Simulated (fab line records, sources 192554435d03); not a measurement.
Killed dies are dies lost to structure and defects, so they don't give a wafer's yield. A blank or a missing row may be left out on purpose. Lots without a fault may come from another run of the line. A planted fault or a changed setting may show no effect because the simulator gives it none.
fab line records | flow n5_finfet | part 2 of 2: steps 24 to 35 of 35
record lots=5 wafers=15 last_day=18
route steps=1938 shown TV_OPEN@1887 PAD_METAL@1893 PASSIVATION@1897
lots that met no fault: from a run of the same line without faults
start_h: hours from the record's first day to the start of the lot's first wafer shown | wait_h: hours since the lot's step before | " the same as in the row above | L1.1+2: a row that stands for several wafers | - no value, or no start given | * or withheld: withheld | < > ~ a bound
route shown NAME@n: a module of which the file shows steps, and the number in the route of the first | usual: mean/standard deviation of fault-free wafers | same: alike in all rows | chamber/n: place in a boat | sites: the reading at each site | _std_site: their standard deviation | _edge_site: outer sites' mean less inner sites' | radius_mm: how far each site lies from the wafer's centre | mask NAME#n: copy n | behind: the tool/chamber that last shaped the wafer | hold: why the lot was held/for how many hours/how that ended | device: the transistor (n, p or np) that didn't switch | end of line: the same wafers' tests at the end of the route | a step without rows: its recipe alone | killed: dies lost to structure and defects at the first sort, not the wafer's yield | map: a wafer's dies, x killed, . not, _ none there
set.NAME: the setting as run; set.NAME@STEP: as run at that earlier step | model.NAME: the simulator's own value behind a step, which no gauge read
lots at some steps of the route; a table a step, a row a wafer
services: from which hour (start_h, from the record's first day; less than 0 if before it) a tool's chamber was out of use, for how many hours, and why
## steps
# step N5_PASSIVATION_ETCH_59
# recipe chemistry=Cl2/BCl3 target=TaN target_depth_a=650 time_s=34.9 ion_energy_ev=100 pressure_mtorr=10 icp_w=900 bias_w=100 Cl2_flow_sccm=60 bcl3_flow_sccm=30
# usual drypump_motor_current_A=5.8/0.41 oes_product_au=0.85/0.099 throttle_valve_pct=21.24/0.23
# same time_s=34.9
# columns lot.wafer tool chamber start_h wait_h drypump_motor_current_A oes_product_au rf_hours_counter_h throttle_valve_pct
L080.1 rie_metal-03 1 322.83 0.3 5.1 0.77 62 21.04
L080.2 " 0 " " 6.2 0.81 40 21.44
L080.3 " 0 " " 6.2 0.80 - 21.45
L088.1 rie_metal-02 1 349.10 0.3 5.6 0.89 11 21.27
L088.4 " 0 " " 5.9 0.94 - 20.75
L088.5 " 0 " " 5.9 0.93 - 20.74
L090.4 rie_metal-03 1 363.99 0.2 5.1 0.75 - 21.07
L090.5 " 1 " " 5.1 0.75 - 21.08
L090.6 " 0 " " 6.2 0.80 - 21.47
L092.1 rie_metal-01 0 370.74 0.3 5.5 0.89 13 21.21
L092.2 " 1 " " 6.4 0.99 2 21.33
L092.3 " 0 " " 5.6 0.88 - 21.22
L097.3 rie_metal-01 0 429.77 0.2 5.5 0.87 - 21.23
L097.5 " 0 " " 5.5 0.86 - 21.25
L097.6 " 1 " " 6.4 0.93 - 21.36
# step N5_PASSIVATION_STRIP_34
# recipe chemistry=O2 power_w=600 temp_c=60 pressure_mtorr=30 rf_frequency_hz=6e+07 bias_power_w=0 overash_fraction=2 o2_flow_sccm=225
# usual drypump_motor_current_A=5.6/0.51 oes_product_au=0.83/0.068 rf_vpp_V=3.7/1.4 showerhead_plenum_p_Torr=2.09/0.07 throttle_valve_pct=16.58/0.22
# columns lot.wafer tool chamber start_h wait_h drypump_motor_current_A oes_product_au rf_hours_counter_h rf_vpp_V showerhead_plenum_p_Torr throttle_valve_pct
L080.1 rie_diel-04 2 322.94 0.1 5.1 0.81 70 4.1 2.05 16.62
L080.2 " 3 " " 6.1 0.80 59 3.0 2.04 16.36
L080.3 " 0 " " 4.9 0.87 37 2.4 2.03 16.53
L088.1 rie_diel-04 0 349.22 0.1 4.9 0.85 46 5.4 2.03 16.51
L088.4 " 3 " " 6.2 0.81 69 0.9 2.04 16.46
L088.5 " 0 " " 5.0 0.86 - 2.6 2.02 16.46
L090.4 rie_diel-02 1 364.08 0.1 6.4 0.86 67 2.7 2.03 16.16
L090.5 " 3 " " 5.3 0.84 - 2.4 2.21 16.61
L090.6 " 0 " " 5.1 0.87 - 2.2 2.22 16.66
L092.1 rie_diel-02 3 370.86 0.1 5.2 0.82 97 0.7 2.21 16.56
L092.2 " 1 " " 6.4 0.83 70 2.5 2.03 16.17
L092.3 " 2 " " 5.1 0.76 132 3.8 2.02 16.67
L097.3 rie_diel-03 0 429.85 0.1 6.1 0.78 116 2.4 2.03 17.03
L097.5 " 3 " " 5.2 0.67 - 2.4 2.13 16.79
L097.6 " 0 " " 6.1 0.79 - 3.0 2.03 17.04
# step N5_PASSIVATION_STRIP_51
# recipe chemistry=post_etch_residue_remover time_s=1200 temp_c=72.5
# usual bath_guard_temp_C=72.6/0.5
# same time_s=1200
# columns lot.wafer tool chamber start_h wait_h bath_guard_temp_C
L080.1 wet_bench-03 6 323.01 - 72.5
L080.2 " 0 " " 72.4
L080.3 " 5 " " 72.8
L088.1 wet_bench-01 6 349.29 - 73.4
L088.4 " 3 " " 72.4
L088.5 " 1 " " 72.8
L090.4 wet_bench-02 7 364.15 - 72.7
L090.5 " 6 " " 73.2
L090.6 " 3 " " 72.9
L092.1 wet_bench-01 7 370.92 - 72.2
L092.2 " 0 " " 73.3
L092.3 " 2 " " 72.4
L097.3 wet_bench-02 5 429.92 - 71.6
L097.5 " 3 " " 73.1
L097.6 " 4 " " 72.4
# step N5_PASSIVATION_CLEAN_69
# recipe chemistry=IPA time_s=180 temp_c=25
# same time_s=180
# columns lot.wafer tool chamber start_h wait_h
L080.1+2+3 wet_bench-03 6,0,5 323.35 0.0
L088.1+4+5 wet_bench-01 6,3,1 349.95 0.0
L090.4+5+6 wet_bench-02 7,6,3 364.48 0.0
L092.1+2+3 wet_bench-01 7,0,2 371.26 0.0
L097.3+5+6 wet_bench-02 5,3,4 430.26 0.0
# step N5_PASSIVATION_SRD_70
# recipe dry=ipa_marangoni time_s=30 temp_c=23 rinse_liquid=diw
# same time_s=30
# columns lot.wafer tool chamber start_h wait_h
L080.1+2+3 wet_bench-03 6,0,5 323.40 0.0
L088.1+4+5 wet_bench-01 6,3,1 350.06 0.0
L090.4+5+6 wet_bench-02 7,6,3 364.53 0.0
L092.1+2+3 wet_bench-01 7,0,2 371.31 0.0
L097.3+5+6 wet_bench-02 5,3,4 430.31 0.0
# step N5_PASSIVATION_PECVD_53
# recipe material=SiO2 target_thk_a=8000 temp_c=400 precursor=TEOS/O2 pressure_torr=6.5 rf_w=withheld teos_flow_sccm=withheld gas=O2 flow_sccm=2650 time_s=169.4
# same time_s=169.4
# columns lot.wafer tool chamber start_h wait_h
L080.1+2+3 pecvd-03 1,0,2 323.44 0.0
L088.1+4+5 pecvd-03 0,2,1 350.12 0.0
L090.4+5+6 pecvd-02 0,2,1 364.63 0.1
L092.1+2+3 pecvd-02 1,2,0 371.36 0.0
L097.3+5+6 pecvd-03 2,1,2 430.36 0.0
# step N5_PASSIVATION_PECVD_35
# recipe material=SiNx target_thk_a=7000 temp_c=400 precursor=SiH4/NH3/N2 pressure_torr=4.9 rf_w=1406 time_s=151.3
# usual heater_power_w=360/68 showerhead_plenum_p_Torr=8.67/0.065 throttle_valve_pct=29.1/1.7
# same time_s=151.3
# columns lot.wafer tool chamber start_h wait_h heater_power_w showerhead_plenum_p_Torr throttle_valve_pct
L080.1 pecvd-03 1 323.56 0.1 424 8.79 28.5
L080.2 " 0 " " 466 8.65 29.4
L080.3 " 2 " " 391 8.64 27.6
L088.1 pecvd-03 0 350.23 0.1 422 8.66 29.2
L088.4 " 2 " " 281 8.65 27.5
L088.5 " 1 " " 409 8.79 28.6
L090.4 pecvd-02 0 364.74 0.1 376 8.73 32.6
L090.5 " 2 " " 311 8.64 29.7
L090.6 " 1 " " 322 8.72 28.6
L092.1 pecvd-02 1 371.47 0.1 274 8.75 28.8
L092.2 " 2 " " 329 8.65 29.4
L092.3 " 0 " " 297 8.73 32.4
L097.3 pecvd-03 2 430.47 0.1 405 8.67 27.8
L097.5 " 1 " " 371 8.83 28.4
L097.6 " 2 " " 414 8.64 27.7
# step N5_PASSIVATION_HMDS_37
# recipe time_s=60 temp_c=120
# same time_s=60
# columns lot.wafer tool chamber start_h wait_h
L080.1+2+3 litho_track-03 0 323.69 0.1
L088.1+4+5 litho_track-04 0 350.37 0.1
L090.4+5+6 litho_track-03 0 364.83 0.0
L092.1+2+3 litho_track-05 0 371.61 0.1
L097.3+5+6 litho_track-03 0 430.60 0.1
# step N5_PASSIVATION_COAT_38
# recipe spin_rpm=3000 resist_thk_nm=withheld
# columns lot.wafer tool chamber start_h wait_h
L080.1+2+3 litho_track-03 0 - -
L088.1+4+5 litho_track-04 0 - -
L090.4+5+6 litho_track-03 0 - -
L092.1+2+3 litho_track-05 0 - -
L097.3+5+6 litho_track-03 0 - -
# step N5_PASSIVATION_EBR_40
# recipe solvent=PGMEA ebr_width_mm=1.5
# columns lot.wafer tool chamber start_h wait_h
L080.1+2+3 litho_track-03 0 - -
L088.1+4+5 litho_track-04 0 - -
L090.4+5+6 litho_track-03 0 - -
L092.1+2+3 litho_track-05 0 - -
L097.3+5+6 litho_track-03 0 - -
# step N5_PASSIVATION_SOFTBAKE_39
# recipe temp_c=110 time_s=120
# same time_s=120
# columns lot.wafer tool chamber start_h wait_h
L080.1+2+3 litho_track-03 0 - -
L088.1+4+5 litho_track-04 0 - -
L090.4+5+6 litho_track-03 0 - -
L092.1+2+3 litho_track-05 0 - -
L097.3+5+6 litho_track-03 0 - -
# step N5_PASSIVATION_EXPOSE_41
# recipe mask_id=PASS_OPEN na=0.55 defocus_nm=0 source_shape=conventional sigma_outer=0.8 polarization=unpolarized target_cd_nm=40000 dose_mj=57.25
# same na=0.55
# columns lot.wafer tool chamber start_h wait_h mask
L080.1+2+3 krf_scanner-01 0 323.81 - PASS_OPEN#0
L088.1+4+5 krf_scanner-02 0 350.48 - PASS_OPEN#0
L090.4+5+6 krf_scanner-01 0 365.09 - PASS_OPEN#0
L092.1+2+3 krf_scanner-02 0 371.85 - PASS_OPEN#0
L097.3+5+6 krf_scanner-02 0 430.86 - PASS_OPEN#0
## services
# columns tool chamber start_h hours kind
krf_scanner-02 - 305.95 1.0 pm
rie_diel-02 - 307.01 4.3 pm
krf_scanner-02 - 311.12 4.7 repair
krf_scanner-02 - 315.87 1.3 pm
krf_scanner-02 - 318.24 1.7 repair
rie_diel-02 0 321.23 8.0 repair
krf_scanner-01 - 325.95 0.8 pm
rie_diel-06 - 331.77 14.6 pm
krf_scanner-01 - 334.23 3.6 pm
wet_bench-04 - 338.23 2.4 repair
krf_scanner-02 - 340.88 0.4 repair
krf_scanner-02 - 345.35 0.2 repair
rie_metal-01 - 355.07 0.8 repair
krf_scanner-01 - 356.37 3.5 repair
rie_metal-03 - 359.48 2.8 pm
rie_diel-02 3 373.97 29.1 repair
krf_scanner-02 - 382.05 4.0 pm
krf_scanner-02 - 389.14 0.8 pm
pvd_sputter-03 - 393.46 7.6 repair
krf_scanner-01 - 404.98 1.0 pm
rie_diel-05 1 406.43 4.8 repair
krf_scanner-01 - 422.00 1.3 pm
rie_diel-06 - 424.84 1.4 repair
krf_scanner-02 - 426.36 3.6 pm
